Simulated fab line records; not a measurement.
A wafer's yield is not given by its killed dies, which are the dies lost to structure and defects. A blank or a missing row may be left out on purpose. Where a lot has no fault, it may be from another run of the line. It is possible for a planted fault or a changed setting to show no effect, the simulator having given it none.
fab line records ; flow n5_finfet
[record] lots = 3; wafers = 8; last_day = 16
route steps=1938 shown BEOL_M4@1099 BEOL_M5@1112 BEOL_M8@1374 PASSIVATION@1936
lots untouched by any fault: they come from a run of this same line in which no faults occurred
start_h: start of the lot's first displayed wafer, in hours after the record's first day ; wait_h: hours from the lot's prior step to this one ; " as in the row above ; L1.1+2: several wafers, shown together as one row ; - value missing, or start not given ; * or withheld: withheld ; < > ~ a bound
route shown NAME@n: NAME is a module with steps in the file, n the number in the route of the first one ; usual: mean/standard deviation of fault-free wafers ; same: alike in all rows ; chamber/n: place in a boat ; sites: readings site by site ; _std_site: the standard deviation of these ; _edge_site: inner sites' mean taken away from outer sites' mean ; radius_mm: how far each site lies from the wafer's centre ; mask NAME#n: copy n ; behind: the most recent tool/chamber to have shaped the wafer ; hold: cause of the lot's hold/its duration in hours/its outcome ; device: names the non-switching transistor (n, p or np) ; end of line: the route-end tests of the same wafers ; a step without rows: its recipe alone ; killed: dies lost to structure and defects at the first sort, not the wafer's yield ; map: a wafer's dies, x killed, . not, _ none there
set.NAME: the setting as run; set.NAME@STEP: as run at that earlier step ; model.NAME: the simulator's own value behind a step, which no gauge read
lots at some steps of the route; a table a step, a row a wafer
services: the hour from which a tool's chamber was out of use, counted from the record's first day as start_h (under 0 if before that day), plus the number of hours and why
[[steps]]
[step N5_BEOL_M4_ANNEAL_95]
[recipe] temp_c = 400; time_s = 240; ambient = vacuum
[step N5_BEOL_M4_SPUTTER_96]
[recipe] material = Cu; target_thk_a = 45; temp_c = -20; chamber_pressure_pa = 0.07; power_w = withheld; time_s = 8.29
[step N5_BEOL_M4_ECD_50]
[recipe] material = Cu; target_thk_a = 3000
[step N5_BEOL_M4_ANNEAL_51]
[recipe] temp_c = 225; time_s = 90; ambient = N2
[step N5_BEOL_M4_CMP_52]
[recipe] stop_on = SiOC; t_overpolish_s = 6.8; down_force_psi = 1; platen_rpm = 50; clearing_platen_down_force_psi = 1.5; clearing_platen_rpm = 50; post_cmp_clean = cu_alkaline; target_thk_nm = 40; clearing_platen_pad_velocity_m_s = 0.99484; pad_velocity_m_s = 0.99484
[step N5_BEOL_M4_PRE_CLEAN_60]
[recipe] gas = NH3/H2; time_s = 15; temp_c = *; rf_power_w = 300
[step N5_BEOL_M4_CO_CAP_55]
[recipe] material = Co; target_thk_a = 20; temp_c = 200; precursor = CCTBA/H2; pressure_torr = 30; time_s = 102.1
[step N5_BEOL_M4_PRE_CLEAN_56]
[recipe] gas = NH3; time_s = 15; temp_c = withheld; rf_power_w = 300
[step N5_BEOL_M4_DEP_57]
[recipe] material = SiCN; target_thk_a = 80; temp_c = withheld; precursor = 3MS/NH3; pressure_torr = 3; rf_w = 202; time_s = 14
[step N5_BEOL_M4_RC_MEAS_101]
[usual] DIBL_N = 35.0/2.4; DIBL_P = 35.4/2.8; IOFF_N = 0.14/0.045; IOFF_P = 0.20/0.048; ION_N = 667/19; ION_P = 460/11; SS_N = 71.2/0.71; SS_P = 73.1/0.86; VT_N = 252/4.6; VT_P = -251/3.4
lot.wafer;tool;chamber;start_h;wait_h;DIBL_N[mV/V];DIBL_P[mV/V];IOFF_N[nA/um];IOFF_P[nA/um];ION_N[uA/um];ION_P[uA/um];SS_N[mV/dec];SS_P[mV/dec];VT_N[mV];VT_P[mV]
L542.1;prober-02;0;172.25;0.0;35.5;37.2;0.17;0.23;688;473;72.0;73.7;249;-248
L542.2;prober-02;0;172.25;0.0;35.8;37.8;0.16;0.23;670;460;71.2;73.2;253;-247
L542.4;prober-02;0;172.25;0.0;37.8;39.7;0.22;0.26;694;467;72.1;74.5;244;-247
L554.4;prober-01;0;238.97;0.5;32.0;30.6;0.08;0.12;659;453;70.2;71.5;258;-257
L554.6;prober-01;0;238.97;0.5;39.4;38.4;0.18;0.22;683;460;72.2;73.1;246;-250
L559.1;prober-02;0;281.87;0.0;33.3;33.2;0.12;0.18;674;467;71.2;72.3;253;-253
L559.3;prober-02;0;281.87;0.0;35.8;35.9;0.15;0.21;665;457;71.1;72.7;251;-249
L559.5;prober-02;0;281.87;0.0;35.5;35.8;0.13;0.21;646;449;71.6;72.9;253;-251
[step N5_BEOL_M5_ILD_DEP_00]
[recipe] material = SiCOH_lowk; target_thk_a = 1406.4; temp_c = 300; precursor = DEMS/porogen; pressure_torr = 5; rf_w = 500; time_s = 25.9
[step N5_BEOL_M5_CURE_79]
[recipe] temp_c = 385; time_s = 240; ambient = He/Ar; material = SiCOH_lowk
[step N5_BEOL_M5_PECVD_70]
[recipe] material = SiO2; target_thk_a = 160; temp_c = 400; precursor = TEOS/O2; pressure_torr = 5.5; rf_w = 450; teos_flow_sccm = 53.8; gas = O2; flow_sccm = 3000; time_s = 18
[step N5_BEOL_M5_HM_DEP_02]
[recipe] material = TiN; target_thk_a = 200; temp_c = 25; chamber_pressure_pa = 0.49996
[step N5_BEOL_M5_COAT_59]
[recipe] resist = SOC; temp_c = 250; time_s = 60; spin_rpm = 1500; resist_thk_nm = 60
[step N5_BEOL_M5_COAT_60]
[recipe] resist = SiARC; temp_c = 220; time_s = 60; spin_rpm = 1500; resist_thk_nm = 12
[step N5_BEOL_M5_COAT_71]
[recipe] resist = underlayer; temp_c = 205; time_s = 60; spin_rpm = 1500; resist_thk_nm = 5
[step N5_BEOL_M5_COAT_05]
[recipe] resist = CAR-EUV; spin_rpm = 1500; resist_thk_nm = 30
[step N5_BEOL_M5_EBR_07]
[recipe] solvent = PGMEA; ebr_width_mm = 1.5
[step N5_BEOL_M5_SOFTBAKE_06]
[recipe] temp_c = 110; time_s = 60; resist = CAR-EUV
[step N5_BEOL_M5_EXPOSE_08]
[recipe] mask_id = M5; na = 0.33; source_shape = annular; sigma_inner = 0.4; sigma_outer = 0.8; polarization = unpolarized; target_cd_nm = 28; dose_mj = 35.75
[step N5_BEOL_M5_PEB_09]
[recipe] peb_temp_c = 100; peb_time_s = 60; resist = CAR-EUV
[step N5_BEOL_M5_DEVELOP_10]
[recipe] develop_time_s = 30; developer = TMAH; resist = CAR-EUV; rinse_liquid = surfactant_rinse; dry = air_spin; dev_temp_c = 23
[step N5_BEOL_M5_DESCUM_16]
[recipe] chemistry = O2; time_s = 7; source_power_w = 50; bias_power_w = 20; pressure_mtorr = 20; rf_frequency_hz = 2.712e+07; temp_c = 40; resist = CAR-EUV; o2_flow_sccm = 225
[step N5_BEOL_M5_ETCH_72]
[recipe] chemistry = N2/H2; target = underlayer; target_depth_a = 65; mask_material = CAR-EUV; time_s = 5.2; ion_energy_ev = 200; pressure_mtorr = 30; source_w = 840; bias_w = 150; n2_flow_sccm = 200; h2_flow_sccm = 200; ends = cleared
[step N5_BEOL_M5_ETCH_61]
[recipe] chemistry = CF4; target = SiARC; target_depth_a = 156; mask_material = CAR-EUV; time_s = 26; ion_energy_ev = 80; pressure_mtorr = 40; source_w = 545; bias_w = 36; Ar_flow_sccm = 100; cf4_flow_sccm = 100; ends = cleared
[step N5_BEOL_M5_ETCH_62]
[recipe] chemistry = N2/H2; target = SOC; target_depth_a = 750; overetch_a = 150; mask_material = SiARC; temp_c = 40; time_s = 112.5; ion_energy_ev = 200; pressure_mtorr = 30; source_w = 840; bias_w = 150; n2_flow_sccm = 200; h2_flow_sccm = 200
[step N5_BEOL_M5_STRIP_63]
[recipe] chemistry = N2/H2; temp_c = 40; n2_flow_sccm = 200; h2_flow_sccm = 200; rf_frequency_hz = 6e+07
[step N5_BEOL_M5_STRIP_73]
[recipe] chemistry = N2/H2; temp_c = 40; n2_flow_sccm = 200; h2_flow_sccm = 200; rf_frequency_hz = 6e+07
[step N5_BEOL_M5_STRIP_64]
[recipe] chemistry = CF4; resist = SiARC; power_w = 300; bias_power_w = 75; pressure_mtorr = 50; cf4_flow_sccm = 150; rf_frequency_hz = 6e+07
[step N5_BEOL_M5_HM_OPEN_17]
[recipe] chemistry = Cl2/BCl3; target_depth_a = 200; overetch_a = 60; target = TiN; mask_material = SOC; ion_energy_ev = 150; pressure_mtorr = 10; icp_w = 1000; bias_w = 126; Cl2_flow_sccm = 53.25; bcl3_flow_sccm = 21.75; Ar_flow_sccm = 25
[step N5_BEOL_M5_STRIP_19]
[recipe] chemistry = O2; power_w = 400; temp_c = 40; pressure_mtorr = 30; rf_frequency_hz = 6e+07; bias_power_w = 0; overash_fraction = 0.2; o2_flow_sccm = 225
[step N5_BEOL_M5_COAT_65]
[recipe] resist = SOC; temp_c = 250; time_s = 60; spin_rpm = 1500; resist_thk_nm = 60
[step N5_BEOL_M5_COAT_66]
[recipe] resist = SiARC; temp_c = 220; time_s = 60; spin_rpm = 1500; resist_thk_nm = 12
[step N5_BEOL_M8_VIA_ETCH_34]
[recipe] chemistry = C4F6/O2; target = SiCOH_lowk; target_depth_a = 1255; mask_material = SOC; taper_deg = 4; time_s = 50.5; ion_energy_ev = 250; pressure_mtorr = 30; source_w = 345; bias_w = 185; Ar_flow_sccm = 300; C4F6_flow_sccm = 10; O2_flow_sccm = 10
[usual] C4F6_flow_sccm = 10.001/0.028; drypump_motor_current_A = 5.6/0.43; oes_product_au = 0.80/0.093; rf_vpp_V = 669/15; showerhead_plenum_p_Torr = 2.84/0.13; throttle_valve_pct = 20.92/0.28
lot.wafer;tool;chamber;start_h;wait_h;C4F6_flow_sccm;drypump_motor_current_A;oes_product_au;rf_hours_counter_h;rf_vpp_V;showerhead_plenum_p_Torr;throttle_valve_pct;model.etch.depth_nm;model.SOC_of_BEOL_M8_COAT_63.thk_nm
L542.1;rie_diel-04;1;210.04;0.0;10.006;4.9;0.70;200;693;2.72;21.09;120.4;54
L542.2;rie_diel-04;2;210.04;0.0;10.008;6.1;0.68;229;634;2.70;21.23;121.6;53.8
L542.4;rie_diel-04;3;210.04;0.0;9.964;5.3;0.98;6;677;3.04;20.75;131.4;53.6
L554.4;rie_diel-03;3;272.71;0.0;9.994;5.3;0.69;-;661;2.78;20.87;123.8;54.2
L554.6;rie_diel-03;1;272.71;0.0;9.999;6.0;0.55;-;664;2.75;21.34;72.73;56.4
L559.1;rie_diel-04;0;326.71;0.0;9.987;5.5;0.89;64;654;2.86;20.46;130.3;53.6
L559.3;rie_diel-04;2;326.71;0.0;9.950;6.2;0.93;11;645;3.02;20.87;126.9;53.4
L559.5;rie_diel-04;2;326.71;0.0;10.040;6.2;0.93;-;645;3.02;20.87;126.7;53.4
[step N5_PASSIVATION_PROBE_49]
[usual] defect_limited_yield = 91.7/1.4; killed_at_M0_to_M3 = 32/9.7; killed_at_M4_up = 14/5.5; killed_at_contacts = 13/6.1; killed_at_front_end = 35/10; killed_at_other = 4.2/2.9; killed_dies = 98/17; killed_on_rim = 13/4.2; killed_open = 63/12; killed_short = 32/7.7; sort_bin_5_function = 4.8/0.9; sort_bin_6_memory = 3.1/0.63; sort_n_pass = 1073/41; sort_yield_pct = 91/3.5
[same] gross_dies = 1180; killed_at_back_side = 0; sort_bin_4_leakage[%] = 0; sort_bin_8_speed[%] = 0
lot.wafer;tool;chamber;start_h;wait_h;defect_limited_yield[%];killed_at_M0_to_M3;killed_at_M4_up;killed_at_contacts;killed_at_front_end;killed_at_other;killed_dies;killed_on_rim;killed_open;killed_short;sort_bin_5_function[%];sort_bin_6_memory[%];sort_n_pass;sort_yield_pct[%]
L554.4;prober-02;-;342.20;0.2;91.9;44;21;4;21;6;96;11;67;29;4.8;3.3;1084;92
L554.6;prober-02;-;342.30;0.3;0;32;1088;5;47;8;1180;152;69;33;95.7;4.1;0;0
L559.1;prober-02;-;394.56;0.0;91.3;30;10;22;37;4;103;7;67;26;5.2;2.8;1077;91
L559.3;prober-02;-;394.66;0.1;92.1;20;13;14;41;5;93;13;60;26;4.4;2.6;1087;92
L559.5;prober-02;-;394.76;0.2;93.8;29;3;14;19;8;73;10;48;24;3.9;1.9;1107;94
// killed by level:class
L554.4 BEOL_M2:geometric_particle:open=9 BEOL_M4:geometric_particle:open=9 BEOL_M0_SAQP:geometric_particle:short=8 BEOL_M0_SAQP:geometric_particle:open=7 BEOL_M1:geometric_particle:open=6 FIN_SAQP:geometric_particle:open=5 MOL_CONTACT_COAG:geometric_particle:open=4 BEOL_M0:geometric_particle:short=4
L554.6 BEOL_M8:area_etch=1076 FIN_SAQP:geometric_particle:open=13 DUMMY_GATE:geometric_particle:open=9 BEOL_M2:geometric_particle:open=8 BEOL_M0_SAQP:geometric_particle:open=5 MOL_CONTACT_COAG:geometric_particle:open=5 BEOL_M1:geometric_particle:open=5 FIN_SAQP:geometric_particle:short=4
L559.1 MOL_CONTACT_COAG:geometric_particle:open=18 FIN_SAQP:geometric_particle:open=14 BEOL_M0_SAQP:geometric_particle:short=9 HKMG_FIN:area_etch=8 BEOL_M1:geometric_particle:open=7 BEOL_M0_SAQP:geometric_particle:open=5 MOL_CONTACT_COAG:geometric_particle:short=4 BEOL_M4:geometric_particle:open=4
L559.3 MOL_CONTACT_COAG:geometric_particle:open=13 FIN_SAQP:geometric_particle:open=12 BEOL_M0_SAQP:geometric_particle:short=7 HKMG_FIN:area_etch=6 BEOL_M1:geometric_particle:open=5 STARTING-WAFER:geometric_particle:open=5 FIN_SAQP:geometric_particle:short=4 DUMMY_GATE:geometric_particle:short=3
L559.5 MOL_CONTACT_COAG:geometric_particle:open=10 STI_FIN_REVEAL:geometric_particle:open=6 BEOL_M0_SAQP:geometric_particle:short=5 BEOL_M1:geometric_particle:open=5 BEOL_M3:geometric_particle:open=5 MOL_CONTACT_COAG:geometric_particle:short=4 BEOL_M0_SAQP:geometric_particle:open=4 GATE_CUT:geometric_particle:short=3
// map L554.6 (x killed, . not)
_________________xxxxxxxxxxxx________________
______________xxxxxxxxxxxxxxxxxx_____________
___________xxxxxxxxxxxxxxxxxxxxxxxx__________
__________xxxxxxxxxxxxxxxxxxxxxxxxxx_________
________xxxxxxxxxxxxxxxxxxxxxxxxxxxxxx_______
_______xxxxxxxxxxxxxxxxxxxxxxxxxxxxxxxx______
______xxxxxxxxxxxxxxxxxxxxxxxxxxxxxxxxxx_____
_____xxxxxxxxxxxxxxxxxxxxxxxxxxxxxxxxxxxx____
____xxxxxxxxxxxxxxxxxxxxxxxxxxxxxxxxxxxxxx___
___xxxxxxxxxxxxxxxxxxxxxxxxxxxxxxxxxxxxxxxx__
___xxxxxxxxxxxxxxxxxxxxxxxxxxxxxxxxxxxxxxxx__
__xxxxxxxxxxxxxxxxxxxxxxxxxxxxxxxxxxxxxxxxxx_
__xxxxxxxxxxxxxxxxxxxxxxxxxxxxxxxxxxxxxxxxxx_
_xxxxxxxxxxxxxxxxxxxxxxxxxxxxxxxxxxxxxxxxxxxx
_xxxxxxxxxxxxxxxxxxxxxxxxxxxxxxxxxxxxxxxxxxxx
_xxxxxxxxxxxxxxxxxxxxxxxxxxxxxxxxxxxxxxxxxxxx
_xxxxxxxxxxxxxxxxxxxxxxxxxxxxxxxxxxxxxxxxxxxx
_xxxxxxxxxxxxxxxxxxxxxxxxxxxxxxxxxxxxxxxxxxxx
_xxxxxxxxxxxxxxxxxxxxxxxxxxxxxxxxxxxxxxxxxxxx
_xxxxxxxxxxxxxxxxxxxxxxxxxxxxxxxxxxxxxxxxxxxx
_xxxxxxxxxxxxxxxxxxxxxxxxxxxxxxxxxxxxxxxxxxxx
__xxxxxxxxxxxxxxxxxxxxxxxxxxxxxxxxxxxxxxxxxx_
__xxxxxxxxxxxxxxxxxxxxxxxxxxxxxxxxxxxxxxxxxx_
___xxxxxxxxxxxxxxxxxxxxxxxxxxxxxxxxxxxxxxxx__
___xxxxxxxxxxxxxxxxxxxxxxxxxxxxxxxxxxxxxxxx__
____xxxxxxxxxxxxxxxxxxxxxxxxxxxxxxxxxxxxxx___
_____xxxxxxxxxxxxxxxxxxxxxxxxxxxxxxxxxxxx____
______xxxxxxxxxxxxxxxxxxxxxxxxxxxxxxxxxx_____
_______xxxxxxxxxxxxxxxxxxxxxxxxxxxxxxxx______
________xxxxxxxxxxxxxxxxxxxxxxxxxxxxxx_______
__________xxxxxxxxxxxxxxxxxxxxxxxxxx_________
___________xxxxxxxxxxxxxxxxxxxxxxxx__________
______________xxxxxxxxxxxxxxxxxx_____________
_________________xxxxxxxxxxxx________________
// map L542.1 (x killed, . not)
_________________....x.......________________
______________.......x.........._____________
___________......x.......x.....x...__________
__________.............x............_________
________...x..x...x...x.....x........._______
_______.............................x..______
______..........x...........x.......x..._____
_____.x....xx.......x....................____
____..............x........x..............___
___..x..x.....x......x..................x..__
___.x........x...x.........................__
__........................x...............xx_
__......x.........................x...x....._
_..x.....x......x............................
_.........................................x..
_.......x............x........x......x.......
_...............xx..x...x...............x.x..
_......x........x.....x....x......x.x.x....x.
_.........x..x...................x.........x.
_...x.............................x....x.....
_x..x.....x...............x..............x..x
__...x.x...............x....x..............._
__.......................x...............x.._
___...x.....x...x..........xx...x........x.__
___....x.x......x........x.....x...........__
____....x...x..x......................x...___
_____x...................................____
______....x...............x............._____
_______.......x.x..x...xx..xx.......x..______
________...x...........x......xx..x..x_______
__________.........................._________
___________.........x..............__________
______________...........x......_____________
_________________............________________
[[services]]
tool;chamber;start_h;hours;kind
rie_diel-04;2;201.91;1.7;repair
rie_diel-03;1;247.14;7.8;repair
rie_diel-04;2;268.75;-;clean
rie_diel-04;2;268.75;-;consumable_replace:focus_ring
rie_diel-04;2;268.75;-;consumable_replace:showerhead
rie_diel-04;2;268.75;31.2;scheduled_down
rie_diel-04;2;268.75;31.2;vent_cycle
rie_diel-03;3;297.06;-;clean
rie_diel-03;3;297.06;-;consumable_replace:focus_ring
rie_diel-03;3;297.06;31.2;scheduled_down
rie_diel-03;3;297.06;31.2;vent_cycle
rie_diel-04;0;302.16;21.8;repair
rie_diel-04;-;322.52;0.7;repair
[[key]]
[first_sign] step = N5_PASSIVATION_PROBE_49; reading = killed_at_M4_up; direction = up; sigmas = 99+; usual = 14; struck = 1088
[effect] step = N5_PASSIVATION_PROBE_49; reading = sort_bin_5_function; direction = up; sigmas = 99+; usual = 4.8; struck = 95.7
[model_effect] step = N5_BEOL_M8_VIA_ETCH_34; value = etch.depth_nm; without = 124.7; struck = 72.73
[more_kills_born_at] N5_BEOL_M8_VIA_ETCH_34@rie_diel-03 = 1076
met_at N5_BEOL_M8_VIA_ETCH_34
struck_wafers L554.6
later_rows_left_out L554.6
[fault] kind = process_parameter_drift; tool = rie_diel-03; chamber = -; onset_h = 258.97; steps = N5_BEOL_M8_VIA_ETCH_34; channel = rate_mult; offset = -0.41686; shape = step; end_h = 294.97; scope = struck_wafers_only
// later_rows_left_out: the simulator's readings of these wafers behind a module that went badly wrong aren't trusted and aren't shown, but for the sort
